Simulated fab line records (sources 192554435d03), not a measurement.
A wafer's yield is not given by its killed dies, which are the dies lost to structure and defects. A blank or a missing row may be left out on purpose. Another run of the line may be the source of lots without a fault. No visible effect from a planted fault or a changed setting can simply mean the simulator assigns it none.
A struck lot beside a sound one + flow n5-finfet + 12 steps out of a route of 1938
Sound: wafers L291.1, L291.2, L291.4. Struck: wafers L288.3, L288.6 (left out: L288.5, a lot-mate that was not struck); the cause follows at the end.
For every step that has rows: the tool of each side, followed by ch and its chambers, followed by its first start. Under that, the readings that differ: sound wafers + struck wafers + difference of the means + sigmas: that difference in standard deviations of wafers without a fault.
alike: same words and numbers on both sides, and readings whose means sit less than 2 such deviations apart. not compared: any withheld reading, any reading some wafer has no value for, any bound like >300 that may hide the same value, and any number with overlapping values for which the record gives no deviation.
The two part at a step that has a row with sigmas, a row that says differs or no value, or rows on one side only. When numbers do not overlap yet have no deviation, they are printed without sigmas and do not part them. Lack of a reading on every wafer of one side parts them only where that side has two or more wafers.

first, 9 steps without rows for these wafers: N5_BEOL_M10_DEVELOP_27 (develop time 30 s); N5_BEOL_M10_DESCUM_33 (chemistry O2, time 7.9 s); N5_BEOL_M10_ETCH_65 (etches SiARC in CF4, target depth 39 nm, time 65 s); N5_BEOL_M10_ETCH_66 (etches SOC in N2/H2, target depth 120 nm, overetch 24 nm, time 180 s); N5_BEOL_M10_STRIP_69 (strips in N2/H2); N5_BEOL_M10_VIA_ETCH_34 (etches SiCOH lowk in C4F6/O2, target depth 184.5 nm, time 69.2 s); N5_BEOL_M10_STRIP_73 (strips in C4F6/O2); N5_BEOL_M10_STRIP_36 (strips in N2/H2); N5_BEOL_M10_TRENCH_ETCH_37 (etches SiCOH lowk in C4F6/O2, target depth 148.83 nm, time 48 s).
N5_BEOL_M10_ETCH_41: etches SiCN in CH3F/O2, target depth 42.6 nm, time 86 s.
  sound on rie-diel-01 ch 0,2,3, day 15 22:01; struck on rie-diel-02 ch 1,3, day 14 23:34
| reading                  | sound             | struck      | difference | sigmas |
|--------------------------|-------------------|-------------|------------|--------|
| oes-product-au (a.u.)    | 0.77 0.81 0.89    | 1.15 0.98   | +0.24      | +3     |
| model.etch.depth-nm (nm) | 32.75 32.41 34.56 | 51.08 52.88 | +18.74     |        |
  alike: chamber-pressure-mTorr, drypump-motor-current-A, rf-vpp-V, showerhead-plenum-p-Torr, throttle-valve-pct
  not compared: rf-hours-counter-h
then, 1 step without rows for these wafers: N5_BEOL_M10_STRIP_77 (strips in N2/H2, time 10 s).
N5_PASSIVATION_PROBE_49:
  sound: prober-02 at day 18 10:18; struck: prober-02 at day 16 21:26
  alike: defect-limited-yield, killed_at_M0_to_M3, killed_at_M4_up, killed-at-contacts, killed-at-front-end, killed-at-other, killed-dies, killed-open, killed-short, sort_bin_4_leakage, sort_bin_5_function, sort_bin_6_memory, sort-n-pass, sort-yield-pct

== WHERE THEY PART ==
Within this record, at N5_BEOL_M10_ETCH_41 only. Later steps at which nothing parts them and some readings are alike: N5_PASSIVATION_PROBE_49.

WHY: whatever the simulator had introduced
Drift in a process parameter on rie-diel-02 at N5_BEOL_M10_ETCH_41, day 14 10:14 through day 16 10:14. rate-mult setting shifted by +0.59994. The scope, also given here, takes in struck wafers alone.
